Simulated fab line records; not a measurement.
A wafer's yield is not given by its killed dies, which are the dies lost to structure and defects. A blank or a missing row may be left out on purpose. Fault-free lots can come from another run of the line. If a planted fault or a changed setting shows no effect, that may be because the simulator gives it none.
fab line records ; flow nand_harc
[record] lots = 6; wafers = 18; last_day = 34
route steps=1302 shown P_GATE@143 END@1302
lots that met no fault: taken from a fault-free run of the same line
start_h: hours from the record's first day to the start of the lot's first wafer shown ; wait_h: hours from the lot's prior step to this one ; " the same as in the row above ; L1.1+2: a row that stands for several wafers ; - value missing, or start not given ; * or withheld: withheld ; < > ~ a bound
route shown NAME@n: a module of which the file shows steps, and the number in the route of the first ; usual: mean/standard deviation of fault-free wafers ; same: alike in all rows ; chamber/n: place in a boat ; sites: each site's reading ; _std_site: standard deviation across them ; _edge_site: inner sites' mean taken away from outer sites' mean ; radius_mm: for every site, how far away it sits from the centre of the wafer ; mask NAME#n: copy n ; behind: the last tool/chamber to shape the wafer ; hold: why the lot was held/for how many hours/how that ended ; device: the transistor (n, p or np) that didn't switch ; end of line: tests run on the same wafers once the route is complete ; a step given without rows: its recipe and nothing more ; killed: count of dies lost to structure and defects at first sort (not the wafer's yield) ; map: shows each die of a wafer: x if killed, . if not, _ if none is there
set.NAME: the run value of the setting; set.NAME@STEP: its run value at that earlier step ; model.NAME: the simulator's own value behind a step, which no gauge read
certain route steps with their lots: each step a table, each wafer a row
services: from which hour (start_h, from the record's first day; less than 0 if before it) a tool's chamber was out of use, for how many hours, and why
[[steps]]
[step NHARC_P_GATE_INSPECT_28]
[usual] raw_defect_count = 6/3.4
lot.wafer;tool;chamber;start_h;wait_h;raw_defect_count
L785.1;defect_inspect-01;-;162.45;0.0;6
L785.3;defect_inspect-01;-;162.45;0.0;9
L785.4;defect_inspect-01;-;162.45;0.0;12
L790.1;defect_inspect-02;-;196.41;0.0;6
L790.3;defect_inspect-02;-;196.41;0.0;7
L790.4;defect_inspect-02;-;196.41;0.0;12
L795.1;defect_inspect-01;-;252.10;0.0;4
L795.2;defect_inspect-01;-;252.10;0.0;13
L795.5;defect_inspect-01;-;252.10;0.0;4
L798.2;defect_inspect-02;-;277.20;0.0;1
L798.3;defect_inspect-02;-;277.20;0.0;5
L798.6;defect_inspect-02;-;277.20;0.0;3
L800.1;defect_inspect-02;-;298.08;0.0;8
L800.4;defect_inspect-02;-;298.08;0.0;5
L800.6;defect_inspect-02;-;298.08;0.0;2
L803.2;defect_inspect-02;-;325.01;0.0;10
L803.5;defect_inspect-02;-;325.01;0.0;5
L803.6;defect_inspect-02;-;325.01;0.0;4
[step NHARC_P_GATE_DESCUM_31]
[recipe] time_s = 3; o2_flow_sccm = 200; ar_flow_sccm = 0; bias_power_w = 0; chemistry = O2
[usual] chamber_pressure_mTorr = 60.00/0.052; drypump_motor_current_A = 5.6/0.43; mfc_ar_sccm = 0.004/0.0081; oes_product_au = 1.002/0.0097; rf_vpp_V = 57.5/0.74; showerhead_plenum_p_Torr = 1.84/0.047; throttle_valve_pct = 11.311/0.0098
lot.wafer;tool;chamber;start_h;wait_h;chamber_pressure_mTorr;drypump_motor_current_A;mfc_ar_sccm;oes_product_au;rf_hours_counter_h;rf_vpp_V;showerhead_plenum_p_Torr;throttle_valve_pct
L785.1;rie_diel-06;0;162.51;0.1;60.05;6.0;0.014;0.998;0.7;59.0;1.86;11.322
L785.4;rie_diel-06;2;162.51;0.1;59.93;6.3;0;1.017;1.0;56.3;1.80;11.302
L785.3;rie_diel-06;3;162.51;0.1;60.06;6.0;0;0.989;0.4;57.9;1.80;11.316
L790.1;rie_diel-04;2;196.47;0.1;59.92;6.5;0.028;1.000;1.5;57.9;1.79;11.333
L790.4;rie_diel-04;3;196.47;0.1;59.95;5.1;0;1.007;1.0;58.7;1.98;11.308
L790.3;rie_diel-04;1;196.47;0.1;59.97;5.3;0;0.978;1.2;56.9;1.86;11.292
L795.1;rie_diel-04;2;252.17;0.1;60.13;6.6;0.028;1.002;3.5;56.2;1.79;11.309
L795.2;rie_diel-04;3;252.17;0.1;60.00;5.1;0;1.005;4.0;57.8;1.98;11.304
L795.5;rie_diel-04;2;252.17;0.1;60.00;6.6;0.028;1.009;-;56.5;1.79;11.291
L798.3;rie_diel-13;1;277.27;0.1;59.94;5.1;0;1.005;4.8;56.4;1.83;11.308
L798.2;rie_diel-13;2;277.27;0.1;60.08;5.7;0;1.025;5.3;57.0;1.83;11.319
L798.6;rie_diel-13;1;277.27;0.1;59.96;5.1;0;1.007;-;58.7;1.83;11.313
L800.1;rie_diel-13;3;298.14;0.1;60.05;5.8;0;1.016;6.2;57.7;1.83;11.326
L800.4;rie_diel-13;2;298.14;0.1;60.03;5.6;0;1.014;5.8;57.6;1.83;11.312
L800.6;rie_diel-13;3;298.14;0.1;59.98;5.8;0;1.005;-;57.1;1.83;11.316
L803.2;rie_diel-13;3;325.08;0.1;59.88;5.9;0;0.998;8.2;57.5;1.83;11.307
L803.5;rie_diel-13;2;325.08;0.1;60.04;5.7;0;0.995;-;57.4;1.83;11.322
L803.6;rie_diel-13;3;325.08;0.1;59.95;5.9;0;1.004;-;57.7;1.83;11.306
[step NHARC_P_GATE_ETCH_104]
[recipe] target_depth_a = 600; time_s = withheld; cf4_flow_sccm = 100; chf3_flow_sccm = 30; ar_flow_sccm = 0; rf_w = 500; bias_w = 200; chemistry = CF4/CHF3
[step NHARC_P_GATE_HM_OPEN_105]
[recipe] target_depth_a = 3600; o2_flow_sccm = 400; cos_flow_sccm = 20; ar_flow_sccm = 0; rf_w = 500; bias_w = 300; chemistry = O2/COS
[step NHARC_P_GATE_STRIP_106]
[recipe] o2_flow_sccm = 400; cos_flow_sccm = 20; ar_flow_sccm = 0; bias_w = 0; chemistry = O2/COS
[step NHARC_P_GATE_ETCH_114]
[recipe] target_depth_a = 300; overetch_a = 30; time_s = 16.5; ion_energy_ev = 100; cf4_flow_sccm = 80; o2_flow_sccm = 20; ar_flow_sccm = 0; rf_w = 300; bias_w = 100; chemistry = CF4/O2
[usual] chamber_pressure_mTorr = 30.001/0.029; drypump_motor_current_A = 5.6/0.42; mfc_ar_sccm = 0.004/0.0079; oes_product_au = 1.002/0.0096; rf_vpp_V = 196.9/1.2; showerhead_plenum_p_Torr = 1.29/0.035; throttle_valve_pct = 13.398/0.0098
lot.wafer;tool;chamber;start_h;wait_h;chamber_pressure_mTorr;drypump_motor_current_A;mfc_ar_sccm;oes_product_au;rf_hours_counter_h;rf_vpp_V;showerhead_plenum_p_Torr;throttle_valve_pct
L785.4;rie_diel-06;1;-;-;30.009;5.5;0.012;1.019;1.1;195.7;1.31;13.389
L785.3;rie_diel-06;2;-;-;30.051;6.3;0;1.009;1.1;196.1;1.26;13.375
L785.1;rie_diel-06;3;-;-;29.991;6.0;0;0.985;0.5;195.9;1.26;13.390
L790.1;rie_diel-04;3;-;-;29.994;5.1;0;1.008;1.1;199.1;1.38;13.395
L790.3;rie_diel-04;0;-;-;30.001;5.4;0;1.006;0.8;197.6;1.32;13.387
L790.4;rie_diel-04;2;-;-;30.031;6.6;0.028;0.996;1.5;195.2;1.25;13.413
L795.2;rie_diel-04;0;-;-;30.050;5.5;0;0.994;4.1;197.9;1.32;13.385
L795.1;rie_diel-04;1;-;-;29.964;5.3;0;1.000;3.6;197.8;1.30;13.391
L795.5;rie_diel-04;0;-;-;29.965;5.4;0;0.993;-;198.0;1.32;13.402
L798.3;rie_diel-13;2;-;-;30.036;5.6;0;1.003;5.4;197.8;1.28;13.388
L798.2;rie_diel-13;3;-;-;30.045;5.8;0;1.004;5.8;197.3;1.28;13.408
L798.6;rie_diel-13;3;-;-;29.999;5.8;0;0.999;-;195.5;1.28;13.400
L800.4;rie_diel-13;2;-;-;29.980;5.6;0;1.012;5.8;197.5;1.28;13.393
L800.1;rie_diel-13;0;-;-;30.051;5.4;0;0.996;6.1;197.0;1.26;13.375
L800.6;rie_diel-13;3;-;-;29.978;5.9;0;1.000;-;197.2;1.28;13.402
L803.2;rie_diel-13;3;-;-;30.009;5.8;0;1.005;8.3;196.9;1.28;13.398
L803.5;rie_diel-13;3;-;-;30.029;5.8;0;1.000;-;197.9;1.28;13.385
L803.6;rie_diel-13;0;-;-;29.999;5.3;0;1.003;-;196.3;1.26;13.398
[step NHARC_P_GATE_ETCH_32]
[recipe] target_depth_a = 1500; over_etch_frac = 1; over_etch_ion_energy_ev = 40; time_s = 100.1; hbr_flow_sccm = 150; cl2_flow_sccm = 50; rf_w = 400; icp_w = 400; bias_w = 100; chemistry = HBr/Cl2
[usual] chamber_pressure_mTorr = 15.001/0.014; drypump_motor_current_A = 5.8/0.39; oes_product_au = 0.997/0.0097; throttle_valve_pct = 26.406/0.0092
lot.wafer;tool;chamber;start_h;wait_h;chamber_pressure_mTorr;drypump_motor_current_A;oes_product_au;rf_hours_counter_h;throttle_valve_pct
L785.4;rie_si-01;3;162.97;-;14.989;6.5;1.005;0.87;26.401
L785.3;rie_si-01;1;162.97;-;14.999;5.7;1.000;0.74;26.398
L785.1;rie_si-01;2;162.97;-;14.990;5.2;0.996;0.70;26.402
L790.3;rie_si-06;0;196.95;-;15.016;5.4;1.007;0.70;26.401
L790.1;rie_si-06;1;196.95;-;14.983;6.3;1.005;0.78;26.397
L790.4;rie_si-06;2;196.95;-;15.014;5.9;1.012;0.84;26.413
L795.1;rie_si-01;3;252.65;-;14.996;6.4;0.998;0.27;26.431
L795.2;rie_si-01;0;252.65;-;14.995;5.7;0.998;0.34;26.420
L795.5;rie_si-01;2;252.65;-;15.023;5.3;1.005;-;26.401
L798.2;rie_si-01;0;277.74;-;14.999;5.7;1.000;0.48;26.399
L798.3;rie_si-01;1;277.74;-;15.016;5.7;0.994;0.47;26.407
L798.6;rie_si-01;3;277.74;-;15.002;6.4;0.990;-;26.383
L800.1;rie_si-02;3;298.60;-;14.983;6.2;0.989;0.06;26.388
L800.6;rie_si-02;0;298.60;-;14.992;5.6;0.991;-;26.401
L800.4;rie_si-02;2;298.60;-;15.025;5.6;0.995;-;26.410
L803.2;rie_si-01;2;325.54;-;15.015;5.3;1.004;0.77;26.401
L803.5;rie_si-01;2;325.54;-;14.983;5.3;1.005;-;26.410
L803.6;rie_si-01;3;325.54;-;14.991;6.5;0.996;-;26.415
[step NHARC_P_GATE_STRIP_108]
[recipe] o2_flow_sccm = 500; ar_flow_sccm = 0; bias_w = 0; chemistry = O2
[usual] chamber_pressure_mTorr = 60.00/0.052; drypump_motor_current_A = 5.7/0.43; mfc_ar_sccm = 0.004/0.0081; oes_product_au = 1.001/0.0099; rf_vpp_V = 57.6/0.86; showerhead_plenum_p_Torr = 3.41/0.081; throttle_valve_pct = 17.037/0.0095
lot.wafer;tool;chamber;start_h;wait_h;chamber_pressure_mTorr;drypump_motor_current_A;mfc_ar_sccm;oes_product_au;rf_hours_counter_h;rf_vpp_V;showerhead_plenum_p_Torr;throttle_valve_pct
L785.1;rie_diel-13;0;163.13;-;60.00;5.4;0;1.007;10.7;59.6;3.35;17.023
L785.3;rie_diel-13;1;163.13;-;59.97;5.1;0;0.987;9.8;58.6;3.39;17.040
L785.4;rie_diel-13;2;163.13;-;60.04;5.7;0;1.010;10.2;57.2;3.38;17.035
L790.3;rie_diel-06;3;197.09;-;59.96;6.0;0;0.995;1.9;57.9;3.33;17.041
L790.4;rie_diel-06;0;197.09;-;60.07;5.9;0.014;0.993;2.6;58.1;3.44;17.026
L790.1;rie_diel-06;2;197.09;-;60.08;6.3;0;1.006;3.1;55.8;3.34;17.032
L795.1;rie_diel-06;1;252.78;-;60.03;5.5;0.012;1.017;6.7;56.3;3.46;17.043
L795.2;rie_diel-06;2;252.78;-;59.91;6.3;0;0.997;6.1;55.9;3.34;17.037
L795.5;rie_diel-06;2;252.78;-;59.89;6.3;0;0.997;-;57.8;3.34;17.027
L798.2;rie_diel-13;2;277.90;-;59.96;5.7;0;1.003;5.4;57.2;3.38;17.039
L798.3;rie_diel-13;3;277.90;-;60.02;5.9;0;0.995;5.8;58.0;3.39;17.043
L798.6;rie_diel-13;1;277.90;-;60.02;5.1;0;0.993;-;58.1;3.39;17.048
L800.4;rie_diel-13;1;298.82;-;59.96;5.1;0;0.996;5.4;56.1;3.39;17.038
L800.1;rie_diel-13;2;298.82;-;60.07;5.7;0;1.012;5.8;57.8;3.38;17.050
L800.6;rie_diel-13;3;298.82;-;59.92;5.8;0;1.004;-;57.2;3.39;17.040
L803.2;rie_diel-13;1;325.72;-;60.05;5.1;0;0.993;7.3;58.0;3.39;17.047
L803.5;rie_diel-13;0;325.72;-;60.05;5.4;0;0.997;-;57.8;3.35;17.046
L803.6;rie_diel-13;1;325.72;-;59.94;5.1;0;0.990;-;57.4;3.39;17.027
[step NHARC_P_GATE_CD_MEAS_33]
[usual] cd_nm = 120.0/2.5
lot.wafer;tool;chamber;start_h;wait_h;cd_nm
L785.1;cd_sem-03;-;163.31;-;119.6
L785.3;cd_sem-03;-;163.31;-;124.4
L785.4;cd_sem-03;-;163.31;-;119.3
L790.1;cd_sem-03;-;197.27;-;117.9
L790.3;cd_sem-03;-;197.27;-;122.1
L790.4;cd_sem-03;-;197.27;-;123.0
L795.1;cd_sem-03;-;252.96;-;123.7
L795.2;cd_sem-03;-;252.96;-;117.2
L795.5;cd_sem-03;-;252.96;-;122.6
L798.2;cd_sem-03;-;278.06;-;117.2
L798.3;cd_sem-03;-;278.06;-;124.1
L798.6;cd_sem-03;-;278.06;-;118.6
L800.1;cd_sem-03;-;298.96;-;121.4
L800.4;cd_sem-03;-;298.96;-;120.3
L800.6;cd_sem-03;-;298.96;-;119.3
L803.2;cd_sem-01;-;325.88;-;124.2
L803.5;cd_sem-01;-;325.88;-;123.8
L803.6;cd_sem-01;-;325.88;-;118.9
[step NHARC_P_GATE_STRIP_35]
[recipe] time_s = 600; temp_c = 130; chemistry = SPM
[step NHARC_P_GATE_PRECLEAN_73]
[recipe] time_s = *; temp_c = 50; bath_age_min = 0; chemistry = SC1
[step NHARC_P_GATE_SRD_74]
[step NHARC_P_GATE_ALD_36]
[recipe] target_thk_a = 200; pulse_time_s = 60; ald_cycles = 223; temp_c = 400; material = SiNx
[usual] ald_cycles = 223/0; heater_power_w = 814/77; precursor_pulse_height_rel = 0.998/0.019
lot.wafer;tool;chamber;start_h;wait_h;ald_cycles;heater_power_w;precursor_pulse_height_rel
L785.4;ald_sin-02;1;164.85;-;223;804;1.009
L785.1;ald_sin-02;2;165.93;-;223;832;0.984
L785.3;ald_sin-02;3;167.00;-;223;891;1.006
L790.3;ald_sin-04;0;197.73;-;223;847;0.976
L790.4;ald_sin-04;1;198.78;-;223;805;1.001
L790.1;ald_sin-04;3;200.88;-;223;679;0.963
L795.2;ald_sin-04;2;253.42;-;223;738;1.001
L795.1;ald_sin-04;1;256.60;-;198;849;0.984
L795.5;ald_sin-04;3;258.72;-;223;675;0.983
L798.2;ald_sin-04;3;279.57;-;223;684;0.999
L798.3;ald_sin-04;1;281.66;-;198;810;1.014
L798.6;ald_sin-04;2;282.70;-;223;718;0.997
L800.1;ald_sin-03;0;300.54;-;223;830;1.010
L800.4;ald_sin-03;1;301.58;-;223;791;0.995
L800.6;ald_sin-03;0;304.71;-;223;825;0.999
L803.2;ald_sin-02;2;327.40;-;223;861;1.046
L803.5;ald_sin-02;1;330.60;-;223;803;0.974
L803.6;ald_sin-02;2;331.67;-;223;884;0.963
[step NHARC_P_GATE_ETCHBACK_37]
[recipe] target_depth_a = 345; time_s = 17.2; chf3_flow_sccm = 50; o2_flow_sccm = 10; ar_flow_sccm = 200; rf_w = 500; bias_w = 200; chemistry = CHF3/O2
[usual] chamber_pressure_mTorr = 25.001/0.024; drypump_motor_current_A = 5.7/0.41; mfc_ar_sccm = 200.0/0.65; oes_product_au = 0.95/0.03; rf_vpp_V = 368.6/1.3; showerhead_plenum_p_Torr = 2.31/0.047; throttle_valve_pct = 20.572/0.0085
lot.wafer;tool;chamber;start_h;wait_h;chamber_pressure_mTorr;drypump_motor_current_A;mfc_ar_sccm;oes_product_au;rf_hours_counter_h;rf_vpp_V;showerhead_plenum_p_Torr;throttle_valve_pct
L785.3;rie_diel-06;2;-;-;24.947;6.3;199.5;0.93;1.7;368.8;2.27;20.572
L785.1;rie_diel-06;3;-;-;25.002;6.0;199.1;0.92;1.1;366.0;2.27;20.560
L785.4;rie_diel-06;0;-;-;25.012;5.9;200.1;0.92;1.8;370.3;2.34;20.571
L790.3;rie_diel-06;2;-;-;25.018;6.3;199.7;0.94;3.1;367.2;2.27;20.582
L790.1;rie_diel-06;0;-;-;24.989;6.0;200.1;0.93;2.7;368.4;2.34;20.579
L790.4;rie_diel-06;1;-;-;25.023;5.5;200.8;0.94;3.6;369.3;2.35;20.567
L795.2;rie_diel-06;0;-;-;24.989;5.9;200.3;0.91;6.1;368.9;2.34;20.556
L795.1;rie_diel-06;1;-;-;25.002;5.5;199.5;0.95;6.8;368.3;2.35;20.562
L795.5;rie_diel-06;0;-;-;25.008;5.9;200.4;0.92;-;369.1;2.34;20.579
L798.3;rie_diel-13;2;-;-;24.978;5.7;200.9;0.94;5.5;369.0;2.30;20.574
L798.2;rie_diel-13;3;-;-;25.005;5.9;199.5;0.94;5.9;368.3;2.31;20.576
L798.6;rie_diel-13;2;-;-;25.059;5.7;201.4;0.93;-;369.0;2.30;20.568
L800.4;rie_diel-13;3;-;-;24.961;5.9;200.3;0.92;6.6;369.3;2.31;20.571
L800.1;rie_diel-13;0;-;-;24.958;5.4;200.0;0.92;6.4;366.6;2.28;20.574
L800.6;rie_diel-13;1;-;-;24.981;5.1;200.1;0.92;-;367.8;2.30;20.570
L803.2;rie_diel-13;1;-;-;25.014;5.1;199.7;0.93;7.5;369.8;2.30;20.570
L803.6;rie_diel-13;0;-;-;24.970;5.4;201.0;0.93;-;367.2;2.28;20.575
L803.5;rie_diel-13;1;-;-;25.037;5.1;200.2;0.93;-;368.4;2.30;20.574
[step NHARC_END_SORT_01]
[recipe] temp_c = 25
[usual] killed_at_array = 64/18; killed_at_other = 0.8/1.1; killed_at_periphery = 3.8/2.7; killed_dies = 68/18; killed_open = 3.3/1.9; killed_short = 2.3/1.8
[same] gross_dies = 677
lot.wafer;tool;chamber;start_h;wait_h;killed_at_array;killed_at_other;killed_at_periphery;killed_dies;killed_open;killed_short
L798.2;prober-01;0;753.85;2.8;75;1;1;77;7;9
L798.3;prober-01;0;754.65;3.1;66;1;1;68;2;2
L798.6;prober-01;0;757.03;4.0;71;5;2;78;5;4
// killed by level:class
L798.2 A_CHANNEL_HOLE_D1:chamber_film_flake=28 A_CHANNEL_HOLE_D2:chamber_film_flake=25 A_CHANNEL_FILL_D1:geometric_particle:short=4 A_CONTACT:chamber_film_flake=4 A_SLIT:chamber_film_flake=3 A_ONON_D2:geometric_particle:open=2 P_M0:geometric_particle:open=1 A_ONON_D1:geometric_particle:short=1
L798.3 A_CHANNEL_HOLE_D1:chamber_film_flake=30 A_CHANNEL_HOLE_D2:chamber_film_flake=20 A_SLIT:chamber_film_flake=4 A_CHANNEL_FILL_D1:chamber_film_flake=2 A_STAIRCASE:chamber_film_flake=2 A_WL_FILL:chamber_film_flake=2 A_CONTACT:chamber_film_flake=2 P_CONTACT:geometric_particle:open=1
L798.6 A_CHANNEL_HOLE_D1:chamber_film_flake=27 A_CHANNEL_HOLE_D2:chamber_film_flake=24 A_CONTACT:chamber_film_flake=8 THIN_TSV:chamber_film_flake=4 A_STAIRCASE:chamber_film_flake=3 A_CHANNEL_FILL_D1:chamber_film_flake=2 P_STI:geometric_particle:short=1 P_CONTACT:geometric_particle:open=1
[[services]]
tool;chamber;start_h;hours;kind
ald_sin-04;3;140.30;5.5;repair
rie_si-06;0;152.38;7.3;repair
rie_diel-13;-;165.00;9.0;pm
ald_sin-03;-;174.29;10.0;pm
rie_diel-04;-;177.90;9.0;pm
rie_si-01;-;193.00;9.0;pm
ald_sin-03;3;196.54;3.6;repair
rie_si-01;-;202.82;0.4;repair
rie_diel-04;0;205.85;4.1;repair
ald_sin-03;1;211.34;2.9;repair
rie_diel-04;1;232.36;3.3;repair
rie_diel-13;1;246.52;9.3;repair
rie_si-06;-;249.00;9.0;pm
rie_si-02;2;249.80;3.1;repair
rie_si-02;-;277.00;9.0;pm
rie_diel-06;0;279.83;6.5;repair
rie_diel-06;1;292.75;25.7;repair
ald_sin-04;-;293.42;2.4;repair
rie_si-02;1;296.63;8.0;repair
ald_sin-04;0;297.85;2.4;repair
ald_sin-04;0;306.69;7.3;repair
rie_diel-06;-;307.20;9.0;pm
ald_sin-02;-;307.23;10.0;pm
rie_diel-04;-;309.83;0.2;repair
[[key]]
[first_sign] step = NHARC_P_GATE_ALD_36; reading = ald_cycles; direction = down; sigmas = 99+; usual = 223; struck = 198
effect none on later readings
met_at NHARC_P_GATE_ALD_36
struck_wafers L795.1,L798.3
tester_left_out L795,L798
onset_between 197.73 253.42
[fault] kind = process_parameter_drift; tool = ald_sin-04; chamber = -; onset_h = 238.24; steps = NHARC_P_GATE_ALD_36; channel = ald_cycles; offset = -25; shape = step; end_h = 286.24; scope = struck_wafers_only; stated = 223
// tester_left_out: of these lots the tester's yield and bins aren't shown, on N5 and GAA mostly nor the transistor test; their killed dies are dies lost to structure and defects alone, not to doping, threshold or leakage, so they don't give the yield
